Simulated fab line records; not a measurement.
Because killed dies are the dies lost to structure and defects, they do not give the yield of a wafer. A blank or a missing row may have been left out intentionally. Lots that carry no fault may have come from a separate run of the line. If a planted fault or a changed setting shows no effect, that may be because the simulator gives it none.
Split-lot experiment :: flow n5Finfet :: 21 wafers read from 7 lots, route of 1938 steps

THE SPLIT ITSELF
At N5_BEOL_M8_COAT_22 (resist thk 30 nm), the setting spinRpm was moved away from the recipe's 1500 rpm on 5 of the 21 wafers read, by -11.1% to +4.6%. The other wafers ran this setting at the recipe's value.

FROM THE SPLIT TO THE READING: what the file shows between them, 4 steps
- N5_BEOL_M8_EBR_24
- N5_BEOL_M8_SOFTBAKE_23: time 60 s
- N5_BEOL_M8_EXPOSE_25: exposes mask V7, target cd 40 nm
- N5_BEOL_M8_PEB_26: peb time 60 s

THE READING
CAR-EUV_of_BEOL_M8_COAT_22.thkNm (the simulator's own value, which no gauge read), in nm, at N5_BEOL_M8_DEVELOP_27 (develop time 30 s). No usual value for it is given in the file. The 16 wafers here that ran the recipe average 29.5 nm, standard deviation 0.093 nm.

wafer: L074.2
tool, chamber at the split: lithoTrack-04, 0
spinRpm as run, rpm: 1500
against the recipe: recipe
CAR-EUV_of_BEOL_M8_COAT_22.thkNm, nm: 29.6
against lot-mates on the recipe: -

wafer: L074.4
tool, chamber at the split: lithoTrack-04, 0
spinRpm as run, rpm: 1500
against the recipe: recipe
CAR-EUV_of_BEOL_M8_COAT_22.thkNm, nm: 29.6
against lot-mates on the recipe: -

wafer: L074.6
tool, chamber at the split: lithoTrack-04, 0
spinRpm as run, rpm: 1500
against the recipe: recipe
CAR-EUV_of_BEOL_M8_COAT_22.thkNm, nm: 29.6
against lot-mates on the recipe: -

wafer: L080.2
tool, chamber at the split: lithoTrack-03, 0
spinRpm as run, rpm: 1569
against the recipe: +4.6%
CAR-EUV_of_BEOL_M8_COAT_22.thkNm, nm: 28.8
against lot-mates on the recipe: -0.7

wafer: L080.5
tool, chamber at the split: lithoTrack-03, 0
spinRpm as run, rpm: 1500
against the recipe: recipe
CAR-EUV_of_BEOL_M8_COAT_22.thkNm, nm: 29.4
against lot-mates on the recipe: -

wafer: L080.6
tool, chamber at the split: lithoTrack-03, 0
spinRpm as run, rpm: 1500
against the recipe: recipe
CAR-EUV_of_BEOL_M8_COAT_22.thkNm, nm: 29.6
against lot-mates on the recipe: -

wafer: L081.1
tool, chamber at the split: lithoTrack-04, 0
spinRpm as run, rpm: 1500
against the recipe: recipe
CAR-EUV_of_BEOL_M8_COAT_22.thkNm, nm: 29.4
against lot-mates on the recipe: -

wafer: L081.3
tool, chamber at the split: lithoTrack-04, 0
spinRpm as run, rpm: 1500
against the recipe: recipe
CAR-EUV_of_BEOL_M8_COAT_22.thkNm, nm: 29.6
against lot-mates on the recipe: -

wafer: L081.5
tool, chamber at the split: lithoTrack-04, 0
spinRpm as run, rpm: 1500
against the recipe: recipe
CAR-EUV_of_BEOL_M8_COAT_22.thkNm, nm: 29.6
against lot-mates on the recipe: -

wafer: L084.2
tool, chamber at the split: lithoTrack-01, 0
spinRpm as run, rpm: 1500
against the recipe: recipe
CAR-EUV_of_BEOL_M8_COAT_22.thkNm, nm: 29.6
against lot-mates on the recipe: -

wafer: L084.3
tool, chamber at the split: lithoTrack-01, 0
spinRpm as run, rpm: 1500
against the recipe: recipe
CAR-EUV_of_BEOL_M8_COAT_22.thkNm, nm: 29.6
against lot-mates on the recipe: -

wafer: L084.4
tool, chamber at the split: lithoTrack-01, 0
spinRpm as run, rpm: 1397
against the recipe: -6.9%
CAR-EUV_of_BEOL_M8_COAT_22.thkNm, nm: 30.6
against lot-mates on the recipe: +1.0

wafer: L085.1
tool, chamber at the split: lithoTrack-03, 0
spinRpm as run, rpm: 1500
against the recipe: recipe
CAR-EUV_of_BEOL_M8_COAT_22.thkNm, nm: 29.6
against lot-mates on the recipe: -

wafer: L085.2
tool, chamber at the split: lithoTrack-03, 0
spinRpm as run, rpm: 1334
against the recipe: -11.1%
CAR-EUV_of_BEOL_M8_COAT_22.thkNm, nm: 31.4
against lot-mates on the recipe: +1.8

wafer: L085.3
tool, chamber at the split: lithoTrack-03, 0
spinRpm as run, rpm: 1334
against the recipe: -11.1%
CAR-EUV_of_BEOL_M8_COAT_22.thkNm, nm: 31.4
against lot-mates on the recipe: +1.8

wafer: L089.1
tool, chamber at the split: lithoTrack-04, 0
spinRpm as run, rpm: 1385
against the recipe: -7.7%
CAR-EUV_of_BEOL_M8_COAT_22.thkNm, nm: 30.6
against lot-mates on the recipe: +1.2

wafer: L089.4
tool, chamber at the split: lithoTrack-04, 0
spinRpm as run, rpm: 1500
against the recipe: recipe
CAR-EUV_of_BEOL_M8_COAT_22.thkNm, nm: 29.4
against lot-mates on the recipe: -

wafer: L089.6
tool, chamber at the split: lithoTrack-04, 0
spinRpm as run, rpm: 1500
against the recipe: recipe
CAR-EUV_of_BEOL_M8_COAT_22.thkNm, nm: 29.4
against lot-mates on the recipe: -

wafer: L094.1
tool, chamber at the split: lithoTrack-04, 0
spinRpm as run, rpm: 1500
against the recipe: recipe
CAR-EUV_of_BEOL_M8_COAT_22.thkNm, nm: 29.6
against lot-mates on the recipe: -

wafer: L094.6
tool, chamber at the split: lithoTrack-04, 0
spinRpm as run, rpm: 1500
against the recipe: recipe
CAR-EUV_of_BEOL_M8_COAT_22.thkNm, nm: 29.6
against lot-mates on the recipe: -

wafer: L094.2
tool, chamber at the split: lithoTrack-04, 0
spinRpm as run, rpm: 1500
against the recipe: recipe
CAR-EUV_of_BEOL_M8_COAT_22.thkNm, nm: 29.4
against lot-mates on the recipe: -

FIT RESULTS
A straight line over all 21 wafers: CAR-EUV_of_BEOL_M8_COAT_22.thkNm changes by -0.162 nm for each +1% of spinRpm; r = -0.99; the points scatter about the line by 0.098 nm.
The same after taking each lot's own level away (the mean of its wafers on the recipe; 21 wafers): -0.159 nm for each +1%; r = -0.99; scatter 0.067 nm.
The reading moves by 1.8 nm for the largest change in spinRpm, on that fit.
Across the lots, their own levels run from 29.40 to 29.60 nm, a range of 2.2 times the standard deviation given above.
The two slopes are in agreement: the lot-to-lot level therefore moves the slope only a little.
Check: for one of the wafers moved furthest among these (-11.1%), held out of the fit, the line's prediction against its lot-mates is +1.74 nm. It came out at +1.8 nm against them.

OTHER SPLITS ON THESE WAFERS
Before the reading, these wafers also passed through other splits. Each is held against what the fit with the lots' levels taken away leaves over:
other split on the same wafers: N5_BEOL_M6_COAT_05 spinRpm
wafers away from the commonest value: 10
r with CAR-EUV_of_BEOL_M8_COAT_22.thkNm (lot level and that fit taken away): -0.07

other split on the same wafers: N5_BEOL_M6_DESCUM_33 timeS
wafers away from the commonest value: 7
r with CAR-EUV_of_BEOL_M8_COAT_22.thkNm (lot level and that fit taken away): +0.44

other split on the same wafers: N5_BEOL_M7_DESCUM_33 timeS
wafers away from the commonest value: 9
r with CAR-EUV_of_BEOL_M8_COAT_22.thkNm (lot level and that fit taken away): +0.04

other split on the same wafers: N5_BEOL_M7_TRENCH_ETCH_37 timeS
wafers away from the commonest value: 8
r with CAR-EUV_of_BEOL_M8_COAT_22.thkNm (lot level and that fit taken away): -0.35

THE WHOLE CHAIN: every reading that the file lists as answering this split, in the file's order
step: N5_BEOL_M8_COAT_22
what it does: resist thk 30 nm
reading: CAR-EUV_of_BEOL_M8_COAT_22.thkNm (the simulator's own value, which no gauge read)
change (the file's fit): -0.167 nm for each +1% of the setting
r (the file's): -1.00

step: N5_BEOL_M8_DEVELOP_27
what it does: develop time 30 s
reading: CAR-EUV_of_BEOL_M8_COAT_22.thkNm (the simulator's own value, which no gauge read)
change (the file's fit): -0.157 nm for each +1% of the setting
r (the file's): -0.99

THE FILE'S OWN FIT
CAR-EUV_of_BEOL_M8_COAT_22.thkNm changes by -0.157 nm for each +1% of spinRpm, r = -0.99.
